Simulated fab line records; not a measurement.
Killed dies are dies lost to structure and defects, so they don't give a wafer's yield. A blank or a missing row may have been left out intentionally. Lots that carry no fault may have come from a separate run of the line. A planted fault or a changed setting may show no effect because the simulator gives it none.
Matching of chambers | flow nand harc | NHARC_A_ZERO_WELL_ETCH_13 on rie si-01: 4 sister chambers
The step etches the open film in HBr/Cl2, target depth 120 nm, time 40.1 s. 22 wafers are shown with their chamber, then 11 later ones without.

## EACH WAFER AND ITS CHAMBER
wafer  | chamber | drypump motor current A (A) | oes product au (a.u.) | chamber pressure mTorr (mTorr)
L074.1 | 1       | 5.5                         | 0.999                 | 15.002
L074.5 | 3       | 5.4                         | 0.993                 | 15.022
L074.6 | 0       | 6.5                         | 0.999                 | 14.980
L075.2 | 1       | 5.5                         | 0.987                 | 15.016
L075.3 | 0       | 6.5                         | 1.014                 | 15.007
L075.6 | 1       | 5.5                         | 0.988                 | 14.978
L079.4 | 0       | 6.5                         | 1.008                 | 14.978
L079.5 | 0       | 6.5                         | 1.010                 | 15.003
L079.6 | 3       | 5.4                         | 0.996                 | 15.003
L082.2 | 2       | 6.3                         | 1.003                 | 15.005
L082.4 | 3       | 5.4                         | 0.988                 | 15.014
L082.6 | 1       | 5.5                         | 0.986                 | 14.998
L085.4 | 2       | 6.3                         | 1.002                 | 15.005
L085.5 | 0       | 6.5                         | 0.994                 | 15.005
L085.6 | 1       | 5.5                         | 0.984                 | 15.027
L087.4 | 2       | 6.3                         | 0.992                 | 15.000
L087.5 | 0       | 6.5                         | 0.987                 | 15.016
L087.6 | 1       | 5.5                         | 0.991                 | 15.010
L090.1 | 2       | 6.3                         | 1.004                 | 15.019
L090.2 | 0       | 6.5                         | 0.982                 | 14.998
L090.5 | 3       | 5.5                         | 0.981                 | 15.006
L092.2 | 2       | 6.3                         | 0.992                 | 15.011

SIGNATURES (means of the wafers above)
reading                 | chamber 0 | chamber 1 | chamber 2 | chamber 3 | scatter within a chamber
drypump motor current A | 6.500     | 5.500     | 6.300     | 5.425     | 0.0204
oes product au          | 0.99914   | 0.98917   | 0.99860   | 0.98950   | 0.00851
chamber pressure mTorr  | 14.99814  | 15.00517  | 15.00800  | 15.01125  | 0.013
Rule: a wafer lies at a distance from a chamber equal to the root of the sum of squares, over the readings, of (its reading less the chamber's mean, divided by the reading's scatter). The wafer belongs to the nearest chamber; if the next one is less than 2 further off, it can't be placed. The scatter: take each reading less its chamber's mean, square it, sum over the shown wafers, divide by the number of wafers less the number of chambers, and take the root.

## WAFERS WITHOUT THEIR CHAMBER
wafer  | drypump motor current A (A) | oes product au (a.u.) | chamber pressure mTorr (mTorr)
L092.5 | 5.5                         | 0.990                 | 14.989
L092.6 | 6.3                         | 1.008                 | 15.000
L093.1 | 6.3                         | 0.993                 | 14.981
L093.2 | 5.5                         | 0.983                 | 15.003
L093.5 | 6.5                         | 0.991                 | 14.995
L096.2 | 5.5                         | 1.002                 | 14.993
L096.5 | 5.4                         | 0.988                 | 14.987
L096.6 | 6.3                         | 0.998                 | 15.011
L097.3 | 5.4                         | 0.984                 | 14.988
L097.4 | 6.3                         | 1.002                 | 15.026
L097.6 | 6.5                         | 1.005                 | 14.998

## THE CHAMBER EACH PASSED THROUGH
wafer  | from the rows above | in truth
L092.5 | 1                   | 1
L092.6 | 2                   | 2
L093.1 | 2                   | 2
L093.2 | 1                   | 1
L093.5 | 0                   | 0
L096.2 | 1                   | 1
L096.5 | 3                   | 3
L096.6 | 2                   | 2
L097.3 | 3                   | 3
L097.4 | 2                   | 2
L097.6 | 0                   | 0
Correctly placed: 11 of 11. Left unplaced by these rows: 0. 0 placed wrongly.
